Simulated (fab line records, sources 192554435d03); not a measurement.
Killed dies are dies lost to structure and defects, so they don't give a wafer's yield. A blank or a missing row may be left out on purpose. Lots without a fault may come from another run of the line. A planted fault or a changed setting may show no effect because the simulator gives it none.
fab line records | flow n5_finfet
record lots=6 wafers=18 last_day=17
route steps=1938 shown MOL_CONTACT_COAG@628 BEOL_M0_SAQP@632 BEOL_M4@1111
lots that met no fault: from a run of the same line without faults
start_h: hours from the record's first day to the start of the lot's first wafer shown | wait_h: hours since the lot's step before | " the same as in the row above | L1.1+2: a row that stands for several wafers | - no value, or no start given | * or withheld: withheld | < > ~ a bound
route shown NAME@n: a module of which the file shows steps, and the number in the route of the first | usual: mean/standard deviation of fault-free wafers | same: alike in all rows | chamber/n: place in a boat | sites: the reading at each site | _std_site: their standard deviation | _edge_site: outer sites' mean less inner sites' | radius_mm: how far each site lies from the wafer's centre | mask NAME#n: copy n | behind: the tool/chamber that last shaped the wafer | hold: why the lot was held/for how many hours/how that ended | device: the transistor (n, p or np) that didn't switch | end of line: the same wafers' tests at the end of the route | a step without rows: its recipe alone | killed: dies lost to structure and defects at the first sort, not the wafer's yield | map: a wafer's dies, x killed, . not, _ none there
set.NAME: the setting as run; set.NAME@STEP: as run at that earlier step | model.NAME: the simulator's own value behind a step, which no gauge read
lots at some steps of the route; a table a step, a row a wafer
services: from which hour (start_h, from the record's first day; less than 0 if before it) a tool's chamber was out of use, for how many hours, and why
## steps
# step N5_MOL_CONTACT_COAG_THK_MEAS_53
# recipe reads=SiO2_of_MOL_CONTACT_COAG_PECVD_31
# usual VIA_MOL_THK=43.8/0.78
# columns lot.wafer tool chamber start_h wait_h VIA_MOL_THK[nm]
L476.1 film_metro-01 - 109.43 - 43.2
L476.2 " - " " 43.5
L476.5 " - " " 44.0
L484.1 film_metro-01 - 161.89 - 43.3
L484.2 " - " " 43.6
L484.3 " - " " 43.5
L488.1 film_metro-02 - 179.56 - 43.1
L488.4 " - " " 43.1
L488.5 " - " " 43.6
L489.2 film_metro-02 - 191.25 - 45.0
L489.5 " - " " 46.0
L489.6 " - " " 44.7
L494.3 film_metro-01 - 216.23 - 43.6
L494.4 " - " " 43.2
L494.5 " - " " 44.3
L497.3 film_metro-02 - 238.12 - 44.1
L497.4 " - " " 43.9
L497.6 " - " " 43.2
# step N5_MOL_CONTACT_COAG_ANNEAL_112
# recipe temp_c=400 time_s=1800 ambient=HPD2 pressure_atm=10
# step N5_MOL_CONTACT_COAG_INSPECT_97
# recipe inspect_instrument=darkfield mode=post_anneal
# usual raw_defect_count=46/20
# columns lot.wafer tool chamber start_h wait_h raw_defect_count
L476.1 defect_inspect-02 - 112.49 0.0 41
L476.2 " - " " 27
L476.5 " - " " 52
L484.1 defect_inspect-02 - 164.94 0.0 62
L484.2 " - " " 48
L484.3 " - " " 44
L488.1 defect_inspect-01 - 182.62 0.0 30
L488.4 " - " " 59
L488.5 " - " " 28
L489.2 defect_inspect-02 - 194.33 0.1 64
L489.5 " - " " 42
L489.6 " - " " 49
L494.3 defect_inspect-01 - 219.93 0.1 32
L494.4 " - " " 36
L494.5 " - " " 35
L497.3 defect_inspect-01 - 241.21 0.1 65
L497.4 " - " " 77
L497.6 " - " " 63
# step N5_BEOL_M0_SAQP_PECVD_00
# recipe material=SiCN target_thk_a=80 temp_c=withheld precursor=3MS/NH3 pressure_torr=3 rf_w=202 time_s=14
# step N5_BEOL_M0_SAQP_ILD_DEP_01
# recipe material=SiOC target_thk_a=454.19 temp_c=350 precursor=DEMS/O2 pressure_torr=5 rf_w=500 time_s=8.7
# step N5_BEOL_M0_SAQP_HM_DEP_02
# recipe material=TiN target_thk_a=120 temp_c=25 chamber_pressure_pa=0.49996
# step N5_BEOL_M0_SAQP_PECVD_03
# recipe material=SiCN target_thk_a=120 temp_c=withheld precursor=3MS/NH3 pressure_torr=3 rf_w=202 time_s=21.1
# step N5_BEOL_M0_SAQP_PECVD_96
# recipe material=a-Si target_thk_a=450 temp_c=350 precursor=SiH4/He pressure_torr=3 rf_w=100 time_s=45.2
# step N5_BEOL_M0_SAQP_PECVD_97
# recipe material=SiNx target_thk_a=230 temp_c=350 precursor=SiH4/NH3/N2 pressure_torr=1.5 rf_w=300 time_s=19.9
# step N5_BEOL_M0_SAQP_PECVD_04
# recipe material=a-Si target_thk_a=600 temp_c=350 precursor=SiH4/He pressure_torr=3 rf_w=100 time_s=60.2
# step N5_BEOL_M0_SAQP_THK_MEAS_05
# usual thk_nm=59.9/0.86
# columns lot.wafer tool chamber start_h wait_h thk_nm
L476.1 film_metro-01 - 115.52 0.1 59.8
L476.2 " - " " 59.9
L476.5 " - " " 60.6
L484.1 film_metro-01 - 166.48 0.1 58.8
L484.2 " - " " 59.1
L484.3 " - " " 59.5
L488.1 film_metro-01 - 183.76 0.1 59.2
L488.4 " - " " 60.4
L488.5 " - " " 60.4
L489.2 film_metro-02 - 195.36 0.1 59.4
L489.5 " - " " 60.4
L489.6 " - " " 60.9
L494.3 film_metro-01 - 220.96 0.1 59.1
L494.4 " - " " 58.8
L494.5 " - " " 59.7
L497.3 film_metro-02 - 243.55 0.1 58.5
L497.4 " - " " 60.3
L497.6 " - " " 60.1
# step N5_BEOL_M0_SAQP_HM_DEP_111
# recipe material=SiO2 target_thk_a=120 temp_c=400 precursor=SiH4/N2O pressure_torr=0.75 rf_w=275 time_s=7.2
# usual chamber_pressure_Torr=0.7501/0.0019 heater_power_outer_w=431/56 heater_power_w=710/76 showerhead_plenum_p_Torr=8.12/0.12
# columns lot.wafer tool chamber start_h wait_h chamber_pressure_Torr heater_power_outer_w heater_power_w showerhead_plenum_p_Torr
L476.1 pecvd-01 2 115.56 0.0 0.7472 341 586 8.40
L476.2 " 0 " " 0.7523 414 736 8.22
L476.5 " 1 " " 0.7498 365 613 8.01
L484.1 pecvd-02 2 166.52 0.0 0.7480 394 644 7.97
L484.2 " 0 " " 0.7526 484 815 8.04
L484.3 " 1 " " 0.7514 456 753 8.14
L488.1 pecvd-02 1 183.79 0.0 - - - -
L488.4 " 2 " " - - - -
L488.5 " 0 " " - - - -
L489.2 pecvd-01 1 195.40 0.0 - - - -
L489.5 " 0 " " - - - -
L489.6 " 1 " " - - - -
L494.3 pecvd-02 1 221.00 0.0 0.7527 406 714 8.14
L494.4 " 1 " " 0.7511 405 695 8.16
L494.5 " 2 " " 0.7512 372 621 7.98
L497.3 pecvd-01 2 243.58 0.0 0.7480 383 650 8.39
L497.4 " 0 " " 0.7495 402 717 8.19
L497.6 " 2 " " 0.7487 393 660 8.36
# step N5_BEOL_M0_SAQP_COAT_81
# recipe resist=SOC temp_c=250 time_s=60 spin_rpm=1500 resist_thk_nm=100
# step N5_BEOL_M0_SAQP_COAT_82
# recipe resist=SiARC temp_c=220 time_s=60 spin_rpm=1500 resist_thk_nm=30
# step N5_BEOL_M0_SAQP_COAT_08
# recipe resist=CAR-ArF spin_rpm=1500 resist_thk_nm=90
# step N5_BEOL_M0_SAQP_EBR_10
# recipe solvent=PGMEA ebr_width_mm=1.5
# step N5_BEOL_M0_SAQP_SOFTBAKE_09
# recipe temp_c=110 time_s=60 resist=CAR-ArF
# step N5_BEOL_M0_SAQP_EXPOSE_11
# recipe mask_id=M0_CORE na=1.35 source_shape=dipole sigma_inner=0.538 sigma_outer=0.738 polarization=te target_cd_nm=42 dose_mj=55
# step N5_BEOL_M0_SAQP_PEB_12
# recipe peb_temp_c=withheld peb_time_s=60 resist=CAR-ArF
# step N5_BEOL_M0_SAQP_DEVELOP_13
# recipe develop_time_s=30 developer=TMAH resist=CAR-ArF dev_temp_c=23 rinse_liquid=diw dry=air_spin
# step N5_BEOL_M0_SAQP_CD_MEAS_14
# recipe target_cd_nm=42.5 landing_energy_ev=500 detector=se_inlens
# usual cd_nm=42.4/0.41
# columns lot.wafer tool chamber start_h wait_h cd_nm
L476.1 cd_sem-03 0 115.88 - 42.3
L476.2 " 0 " " 42.3
L476.5 " 0 " " 42.8
L484.1 cd_sem-03 0 166.97 - 42.3
L484.2 " 0 " " 42.4
L484.3 " 0 " " 42.0
L488.1 cd_sem-01 0 184.12 - 42.7
L488.4 " 0 " " 42.7
L488.5 " 0 " " 42.8
L489.2 cd_sem-03 0 195.72 - 42.4
L489.5 " 0 " " 42.3
L489.6 " 0 " " 42.1
L494.3 cd_sem-02 0 221.45 - 42.7
L494.4 " 0 " " 43.1
L494.5 " 0 " " 42.2
L497.3 cd_sem-02 0 243.91 - 41.8
L497.4 " 0 " " 42.8
L497.6 " 0 " " 42.6
# step N5_BEOL_M0_SAQP_OVL_MEAS_15
# recipe points_per_wafer=44
# usual M0_CORE_OVL=-0.7/0.71
# columns lot.wafer tool chamber start_h wait_h M0_CORE_OVL[nm]
L476.1 overlay-02 0 115.91 0.0 -0.1
L476.2 " 0 " " -0.3
L476.5 " 0 " " 0.2
L484.1 overlay-01 0 167.00 0.0 -0.7
L484.2 " 0 " " -0.7
L484.3 " 0 " " -1.5
L488.1 overlay-01 0 184.15 0.0 -0.2
L488.4 " 0 " " -0.5
L488.5 " 0 " " -0.2
L489.2 overlay-01 0 195.75 0.0 0.6
L489.5 " 0 " " -0.6
L489.6 " 0 " " -0.2
L494.3 overlay-01 0 221.48 0.0 -0.6
L494.4 " 0 " " -0.9
L494.5 " 0 " " -1.8
L497.3 overlay-02 0 243.94 0.0 -1.9
L497.4 " 0 " " -1.4
L497.6 " 0 " " -1.8
# step N5_BEOL_M0_SAQP_INSPECT_16
# recipe mode=adi inspect_instrument=brightfield
# usual raw_defect_count=521/140
# columns lot.wafer tool chamber start_h wait_h raw_defect_count
L476.1 defect_inspect-02 - 115.93 0.0 400
L476.2 " - " " 674
L476.5 " - " " 624
L484.1 defect_inspect-02 - 167.02 0.0 776
L484.2 " - " " 400
L484.3 " - " " 504
L488.1 defect_inspect-02 - 184.17 0.0 623
L488.4 " - " " 403
L488.5 " - " " 322
L489.2 defect_inspect-02 - 195.77 0.0 410
L489.5 " - " " 289
L489.6 " - " " 506
L494.3 defect_inspect-02 - 221.50 0.0 752
L494.4 " - " " 624
L494.5 " - " " 421
L497.3 defect_inspect-01 - 243.96 0.0 640
L497.4 " - " " 394
L497.6 " - " " 497
# step N5_BEOL_M0_SAQP_DESCUM_19
# recipe chemistry=O2 time_s=7.9 source_power_w=50 bias_power_w=20 pressure_mtorr=20 rf_frequency_hz=2.712e+07 temp_c=40 resist=CAR-ArF o2_flow_sccm=225
# step N5_BEOL_M0_SAQP_ETCH_83
# recipe chemistry=CF4 target=SiARC target_depth_a=390 mask_material=CAR-ArF time_s=65 ion_energy_ev=80 pressure_mtorr=40 source_w=545 bias_w=36 Ar_flow_sccm=100 cf4_flow_sccm=100 ends=cleared
# usual drypump_motor_current_A=5.8/0.35 etch_rf_on_time_s=64.6/2 oes_product_au=0.67/0.048 rf_vpp_V=183.8/1.3 showerhead_plenum_p_Torr=2.14/0.07 throttle_valve_pct=15.62/0.2
# columns lot.wafer tool chamber start_h wait_h drypump_motor_current_A etch_rf_on_time_s oes_product_au rf_hours_counter_h rf_vpp_V showerhead_plenum_p_Torr throttle_valve_pct
L476.1 rie_diel-04 1 116.13 0.0 5.7 61.6 0.78 42 184.4 2.09 15.30
L476.2 " 3 " " 5.0 64.9 0.69 104 184.3 2.16 15.27
L476.5 " 3 " " 5.0 65.6 0.68 - 184.3 2.16 15.26
L484.1 rie_diel-01 2 167.09 0.0 6.3 61.7 0.65 172 184.5 2.23 15.65
L484.2 " 1 " " 5.9 63.8 0.63 189 182.8 2.05 15.80
L484.3 " 0 " " 5.8 67.7 0.72 47 183.6 2.19 15.40
L488.1 rie_diel-01 3 184.49 0.0 5.7 67.5 0.64 141 182.6 2.06 15.79
L488.4 " 2 " " 6.3 62.1 0.64 178 185.9 2.22 15.67
L488.5 " 3 " " 5.7 67.1 0.65 - 181.7 2.06 15.79
L489.2 rie_diel-04 2 195.97 0.0 6.0 64.9 0.60 218 182.2 2.04 15.79
L489.5 " 3 " " 5.0 65.8 0.66 - 184.6 2.15 15.31
L489.6 " 0 " " 5.7 63.9 0.68 - 182.9 2.15 15.62
L494.3 rie_diel-04 3 221.57 0.0 5.0 65.6 0.66 133 182.3 2.15 15.33
L494.4 " 2 " " 6.0 65.4 0.59 226 181.3 2.04 15.81
L494.5 " 1 " " 5.6 62.4 0.75 - 183.4 2.08 15.37
L497.3 rie_diel-01 2 244.16 0.0 6.4 63.4 0.62 194 185.8 2.22 15.69
L497.4 " 3 " " 5.7 67.6 0.63 157 182.9 2.06 15.82
L497.6 " 1 " " 5.9 63.5 0.61 - 183.2 2.05 15.84
# step N5_BEOL_M0_SAQP_ETCH_84
# recipe chemistry=N2/H2 target=SOC target_depth_a=1000 overetch_a=200 mask_material=SiARC temp_c=40 time_s=150 ion_energy_ev=200 pressure_mtorr=30 source_w=840 bias_w=150 n2_flow_sccm=200 h2_flow_sccm=200
# usual drypump_motor_current_A=5.8/0.34 oes_product_au=0.69/0.051 rf_vpp_V=523.5/2.6 showerhead_plenum_p_Torr=2.53/0.082 temp_c=40.01/0.11 throttle_valve_pct=17.82/0.25
# columns lot.wafer tool chamber start_h wait_h drypump_motor_current_A oes_product_au rf_hours_counter_h rf_vpp_V showerhead_plenum_p_Torr temp_c throttle_valve_pct
L476.1 rie_diel-04 1 116.18 0.0 5.7 0.80 42 522.9 2.47 40.04 17.43
L476.2 " 3 " " 5.0 0.71 105 522.7 2.57 39.91 17.47
L476.5 " 3 " " 5.0 0.71 - 526.8 2.57 39.95 17.45
L484.1 rie_diel-01 2 167.14 0.0 6.3 0.65 172 526.9 2.63 39.98 17.83
L484.2 " 1 " " 5.9 0.66 189 520.8 2.45 40.01 18.21
L484.3 " 0 " " 5.8 0.77 47 525.1 2.60 39.96 17.57
L488.1 rie_diel-01 3 184.54 0.0 5.7 0.68 141 521.7 2.44 40.14 17.98
L488.4 " 2 " " 6.3 0.65 178 527.6 2.63 39.82 17.82
L488.5 " 3 " " 5.7 0.68 - 521.4 2.44 39.93 17.97
L489.2 rie_diel-04 2 196.02 0.0 6.0 0.62 218 520.0 2.43 39.94 18.06
L489.5 " 3 " " 5.0 0.70 - 523.8 2.56 39.95 17.48
L489.6 " 0 " " 5.7 0.71 - 523.2 2.54 40.14 17.67
L494.3 rie_diel-04 3 221.62 0.0 5.1 0.70 133 523.8 2.56 40.12 17.50
L494.4 " 2 " " 6.0 0.62 226 518.9 2.42 39.92 18.06
L494.5 " 1 " " 5.7 0.76 - 524.2 2.46 40.05 17.49
L497.3 rie_diel-01 2 244.21 0.0 6.3 0.64 194 525.3 2.62 40.07 17.86
L497.4 " 3 " " 5.7 0.68 157 521.8 2.43 39.98 17.99
L497.6 " 1 " " 5.9 0.63 - 520.3 2.44 39.78 18.25
# step N5_BEOL_M0_SAQP_STRIP_80
# recipe chemistry=N2/H2 temp_c=40 n2_flow_sccm=200 h2_flow_sccm=200 rf_frequency_hz=6e+07
# step N5_BEOL_M0_SAQP_HM_OPEN_112
# recipe chemistry=CHF3/O2 target=SiO2 stop_on=a-Si target_depth_a=120 over_etch_frac=1.25 mask_material=SOC time_s=13.5 pressure_mtorr=30 source_w=650 bias_w=170 Ar_flow_sccm=200 CHF3_flow_sccm=50 O2_flow_sccm=5 ion_energy_ev=200 ends=end_point
# usual drypump_motor_current_A=5.8/0.34 oes_ar_750_au=0.78/0.055 oes_product_au=0.51/0.037 rf_vpp_V=527/15 showerhead_plenum_p_Torr=2.40/0.085 throttle_valve_pct=18.83/0.23
# columns lot.wafer tool chamber start_h wait_h drypump_motor_current_A oes_ar_750_au oes_product_au rf_hours_counter_h rf_vpp_V showerhead_plenum_p_Torr throttle_valve_pct model.etch.depth_nm
L476.1 rie_diel-04 1 116.29 0.0 5.7 0.91 0.59 42 531 2.35 18.52 11.9
L476.2 " 3 " " 5.0 0.79 0.52 105 546 2.41 18.39 11.56
L476.5 " 3 " " 5.0 0.79 0.54 - 543 2.41 18.38 12.3
L484.1 rie_diel-01 2 167.25 0.0 6.3 0.76 0.47 172 524 2.52 18.91 11.66
L484.2 " 1 " " 5.9 0.73 0.47 189 530 2.31 18.99 11.77
L484.3 " 0 " " 5.8 0.85 0.56 47 549 2.46 18.58 11.99
L488.1 rie_diel-01 3 184.65 0.0 5.7 0.77 0.29 141 514 2.32 18.94 0
L488.4 " 2 " " 6.3 0.76 0.28 178 524 2.51 18.87 0
L488.5 " 3 " " 5.7 0.77 0.29 - 511 2.32 18.97 0
L489.2 rie_diel-04 2 196.13 0.0 6.0 0.70 0.26 218 515 2.28 18.86 0
L489.5 " 3 " " 5.0 0.77 0.29 - 545 2.40 18.35 0
L489.6 " 0 " " 5.7 0.78 0.30 - 499 2.41 18.73 0
L494.3 rie_diel-04 3 221.73 0.0 5.0 0.76 0.50 133 544 2.40 18.44 11.86
L494.4 " 2 " " 6.1 0.70 0.46 226 515 2.28 18.92 11.96
L494.5 " 1 " " 5.7 0.87 0.56 - 532 2.34 18.56 11.7
L497.3 rie_diel-01 2 244.32 0.0 6.3 0.74 0.47 194 526 2.51 18.96 11.93
L497.4 " 3 " " 5.7 0.75 0.49 157 511 2.31 19.03 12.05
L497.6 " 1 " " 5.9 0.71 0.47 - 531 2.30 19.04 12.24
# step N5_BEOL_M0_SAQP_STRIP_113
# recipe chemistry=CHF3/O2 resist=SiARC rf_frequency_hz=6e+07
# step N5_BEOL_M0_SAQP_MANDREL_ETCH_20
# recipe target_depth_a=600 chemistry=HBr/Cl2 target=a-Si stop_on=SiNx bt_time_s=10 mask_material=SOC over_etch_frac=0.5 time_s=30 pressure_mtorr=10 icp_w=800 bias_w=75 HBr_flow_sccm=150 Cl2_flow_sccm=80 ends=end_point
# usual drypump_motor_current_A=5.7/0.45 mfc_cl2_sccm=80.00/0.26 oes_product_au=0.774/0.016 throttle_valve_pct=35.3/0.31
# columns lot.wafer tool chamber start_h wait_h drypump_motor_current_A mfc_cl2_sccm oes_product_au rf_hours_counter_h throttle_valve_pct
L476.1 rie_si-02 1 116.37 0.0 4.9 80.14 0.772 13 34.6
L476.2 " 0 " " 5.5 80.12 0.746 106 35.1
L476.5 " 3 " " 6.0 79.85 0.800 - 35.3
L484.1 rie_si-06 3 167.33 0.0 5.7 79.87 0.748 155 35.5
L484.2 " 0 " " 5.6 79.79 0.778 168 35.7
L484.3 " 1 " " 5.7 79.90 0.776 102 35.2
L488.1 rie_si-01 1 184.73 0.0 5.1 79.97 0.743 5 35.0
L488.4 " 2 " " 5.7 79.68 0.779 144 35.5
L488.5 " 0 " " 6.2 79.89 0.796 - 35.4
L489.2 rie_si-02 2 196.21 0.0 5.8 79.63 0.777 136 35.7
L489.5 " 3 " " 6.0 80.11 0.793 - 35.3
L489.6 " 0 " " 5.5 80.18 0.761 - 35.1
L494.3 rie_si-02 1 221.81 0.0 4.9 79.61 0.766 15 34.6
L494.4 " 2 " " 5.8 80.06 0.773 136 35.7
L494.5 " 0 " " 5.5 79.39 0.754 - 35.1
L497.3 rie_si-02 3 244.40 0.0 6.0 80.25 0.769 8 35.3
L497.4 " 0 " " 5.5 80.08 0.754 108 35.1
L497.6 " 1 " " 4.9 80.51 0.777 - 34.6
# step N5_BEOL_M0_SAQP_STRIP_86
# recipe chemistry=N2/H2 power_w=500 temp_c=40 pressure_mtorr=50 rf_frequency_hz=6e+07 overash_fraction=0.3 bias_power_w=28 h2_frac=0.5 n2_flow_sccm=300 h2_flow_sccm=300
# step N5_BEOL_M0_SAQP_STRIP_115
# recipe chemistry=post_etch_residue_remover time_s=60 temp_c=25 remover_ph=withheld remover_water_wt_pct=withheld remover_fluoride_wt_pct=withheld
# step N5_BEOL_M0_SAQP_SRD_93
# recipe dry=ipa_marangoni time_s=30 temp_c=23 rinse_liquid=diw
# step N5_BEOL_M0_SAQP_RECESS_114
# recipe chemistry=HF/NH3 target=SiO2 target_depth_a=144 afs_cycles=3 temp_c=30 sublimation_temp_c=180 sublimation_time_s=60
# usual drypump_motor_current_A=5.8/0.73 temp_c=30.00/0.1
# same afs_cycles=3
# columns lot.wafer tool chamber start_h wait_h drypump_motor_current_A temp_c
L476.1 vapor_etch-01 0 116.60 0.0 6.3 29.85
L476.2 " 1 " " 4.9 30.00
L476.5 " 0 " " 6.3 30.00
L484.1 vapor_etch-02 1 167.56 0.0 6.8 29.95
L484.2 " 0 " " 5.3 30.02
L484.3 " 1 " " 6.7 30.00
L488.1 vapor_etch-01 0 184.96 0.0 6.3 30.16
L488.4 " 1 " " 4.9 30.04
L488.5 " 0 " " 6.3 30.02
L489.2 vapor_etch-01 1 196.44 0.0 4.9 30.07
L489.5 " 0 " " 6.3 30.07
L489.6 " 1 " " 5.0 29.92
L494.3 vapor_etch-01 1 222.32 0.3 4.9 29.89
L494.4 " 0 " " 6.3 30.06
L494.5 " 1 " " 4.9 29.95
L497.3 vapor_etch-01 0 244.75 0.1 6.3 30.13
L497.4 " 1 " " 4.9 30.04
L497.6 " 1 " " 4.9 29.99
# step N5_BEOL_M0_SAQP_SPACER1_ALD_98
# recipe material=SiO2 target_thk_a=128 temp_c=300 ald_precursor_family=BDEAS ald_co_reactant=O2-plasma pulse_time_s=1 purge_time_s=2 co_reactant_purge_time_s=2 ald_cycles=138 pressure_torr=2
# usual heater_power_w=471/30 precursor_pulse_height_rel=1.000/0.019
# same pulse_time_s=1
# columns lot.wafer tool chamber start_h wait_h heater_power_w precursor_pulse_height_rel
L476.1 ald_sin-04 3 116.99 0.3 526 0.989
L476.2 " 1 " " 466 1.024
L476.5 " 2 " " 440 1.019
L484.1 ald_sin-04 0 167.94 0.3 447 0.987
L484.2 " 3 " " 516 1.018
L484.3 " 1 " " 482 1.000
L488.1 ald_sin-02 0 185.40 0.3 432 0.993
L488.4 " 3 " " 479 1.011
L488.5 " 0 " " 443 1.025
L489.2 ald_sin-04 1 196.82 0.3 474 1.018
L489.5 " 3 " " 505 0.997
L489.6 " 0 " " 471 0.999
L494.3 ald_sin-04 1 222.59 0.1 481 0.999
L494.4 " 2 " " 436 1.021
L494.5 " 3 " " 508 0.992
L497.3 ald_sin-01 2 245.01 0.1 486 1.009
L497.4 " 1 " " 507 1.009
L497.6 " 3 " " 531 1.020
# step N5_BEOL_M0_SAQP_SPACER1_ETCHBACK_99
# recipe chemistry=CHF3/O2 mode=anisotropic_etchback target=SiO2 target_depth_a=154 time_s=7.7 pressure_mtorr=30 source_w=650 bias_w=170 Ar_flow_sccm=200 CHF3_flow_sccm=50 O2_flow_sccm=5 ion_energy_ev=200
# step N5_BEOL_M0_SAQP_MANDREL1_REMOVE_100
# recipe chemistry=HBr/Cl2/O2 bt_time_s=10 target=a-Si stop_on=SiNx endpoint=OES-SiCl over_etch_frac=0.85 icp_w=600 bias_w=30 HBr_flow_sccm=150 Cl2_flow_sccm=80 O2_flow_sccm=5 pressure_mtorr=10
# step N5_BEOL_M0_SAQP_CD_MEAS_25
# recipe target_cd_nm=13.1 landing_energy_ev=1000 detector=se_inlens
# usual cd_nm=12.80/0.22
# columns lot.wafer tool chamber start_h wait_h cd_nm
L476.1 cd_sem-02 0 117.66 0.1 12.89
L476.2 " 0 " " 12.30
L476.5 " 0 " " 13.30
L484.1 cd_sem-02 0 168.73 0.1 12.65
L484.2 " 0 " " 12.69
L484.3 " 0 " " 12.55
L488.1 cd_sem-01 0 186.07 0.1 -
L488.4 " 0 " " -
L488.5 " 0 " " -
L489.2 cd_sem-03 0 197.78 0.1 -
L489.5 " 0 " " -
L489.6 " 0 " " -
L494.3 cd_sem-03 0 223.26 0.1 12.84
L494.4 " 0 " " 12.81
L494.5 " 0 " " 13.06
L497.3 cd_sem-01 0 245.69 0.1 12.57
L497.4 " 0 " " 12.54
L497.6 " 0 " " 12.83
# step N5_BEOL_M0_SAQP_ETCH_101
# recipe chemistry=CH3F/O2 target=SiNx mask_material=SiO2 target_depth_a=299 time_s=42.7 pressure_mtorr=30 source_w=395 bias_w=73 Ar_flow_sccm=150 CH3F_flow_sccm=30 O2_flow_sccm=20 ion_energy_ev=120
# step N5_BEOL_M4_RC_MEAS_101
# usual DIBL_N=37.1/2.4 DIBL_P=37/3 IOFF_N=0.18/0.053 IOFF_P=0.21/0.05 ION_N=674/14 ION_P=459/9.2 SS_N=72.1/0.9 SS_P=73.4/0.89 VT_N=250/3.8 VT_P=-251/3.7
# columns lot.wafer tool chamber start_h wait_h DIBL_N[mV/V] DIBL_P[mV/V] IOFF_N[nA/um] IOFF_P[nA/um] ION_N[uA/um] ION_P[uA/um] SS_N[mV/dec] SS_P[mV/dec] VT_N[mV] VT_P[mV]
L476.1 prober-01 0 182.67 0.0 36.8 36 0.16 0.22 678 461 72.7 73.6 252 -251
L476.2 " 0 " " 40.1 36 0.30 0.23 662 457 75.4 72.7 248 -248
L476.5 " 0 " " 36.4 38 0.15 0.23 674 466 71.4 73.4 253 -247
L484.1 prober-01 0 229.62 0.0 37.4 35 0.15 0.16 662 448 71.6 72.4 251 -257
L484.2 " 0 " " 38.4 36 0.19 0.19 681 452 71.8 73.2 245 -253
L484.3 " 0 " " 33.7 32 0.10 0.13 653 448 71.1 72.6 257 -258
L494.3 prober-02 0 285.62 0.3 40.4 43 0.25 0.29 687 464 72.8 73.9 246 -246
L494.4 " 0 " " 37.4 39 0.19 0.22 671 460 71.9 73.5 250 -250
L494.5 " 0 " " 37.1 39 0.18 0.21 682 463 71.5 73.3 249 -251
L497.3 prober-01 0 309.93 0.3 38.0 39 0.20 0.21 685 458 72.1 73.7 248 -254
L497.4 " 0 " " 35.8 35 0.15 0.16 662 443 71.5 73.2 253 -257
L497.6 " 0 " " 36.7 36 0.16 0.17 667 448 71.7 73.5 247 -257
## services
# columns tool chamber start_h hours kind
ald_sin-02 0 99.25 - clean
ald_sin-02 1 99.25 - clean
ald_sin-02 2 99.25 - clean
ald_sin-02 3 99.25 - clean
ald_sin-04 0 100.88 8.9 repair
rie_si-02 2 119.32 7.9 repair
rie_si-01 3 127.17 14.5 repair
rie_si-01 - 135.75 0.1 repair
rie_diel-04 - 146.76 2.8 pm
pecvd-01 - 161.94 0.6 repair
rie_diel-04 2 163.49 3.9 repair
rie_si-01 0 165.37 12.0 repair
rie_si-01 1 168.08 2.8 repair
rie_si-06 0 187.32 1.8 repair
rie_si-01 0 200.53 34.2 repair
rie_si-02 3 202.15 2.4 repair
ald_sin-04 2 202.84 1.5 repair
rie_si-06 2 204.79 5.0 repair
rie_diel-01 - 207.15 2.3 repair
ald_sin-04 3 216.15 3.2 repair
pecvd-01 - 222.27 2.8 pm
rie_diel-01 - 229.78 2.5 repair
pecvd-01 0 237.40 3.7 repair
pecvd-02 2 242.89 5.5 scheduled_down
## key
first_sign step=N5_BEOL_M0_SAQP_HM_DEP_111 reading=tool_record direction=missing
effect step=N5_BEOL_M0_SAQP_HM_OPEN_112 reading=oes_product_au direction=down sigmas=6 usual=0.51 struck=0.28
effect step=N5_BEOL_M0_SAQP_CD_MEAS_25 reading=cd_nm direction=missing
model_effect step=N5_BEOL_M0_SAQP_HM_OPEN_112 value=etch.depth_nm without=12.16 struck=0
met_at N5_BEOL_M0_SAQP_HM_DEP_111
struck_wafers L488.1,L488.4,L488.5,L489.2,L489.5,L489.6
later_rows_left_out L488.1,L488.4,L488.5,L489.2,L489.5,L489.6
sort_left_out L488.1,L488.4,L488.5,L489.2,L489.5,L489.6
onset_between 166.52 183.79
fault kind=skipped_step_whole tool=pecvd-01,pecvd-02 chamber=- onset_h=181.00 steps=N5_BEOL_M0_SAQP_HM_DEP_111 scope=struck_lots_only
# sort_left_out: the simulated sort isn't trusted on such a fault, so these wafers' sort isn't shown, and their yield isn't known
# later_rows_left_out: the simulator's readings of these wafers behind a module that went badly wrong aren't trusted and aren't shown, but for the sort
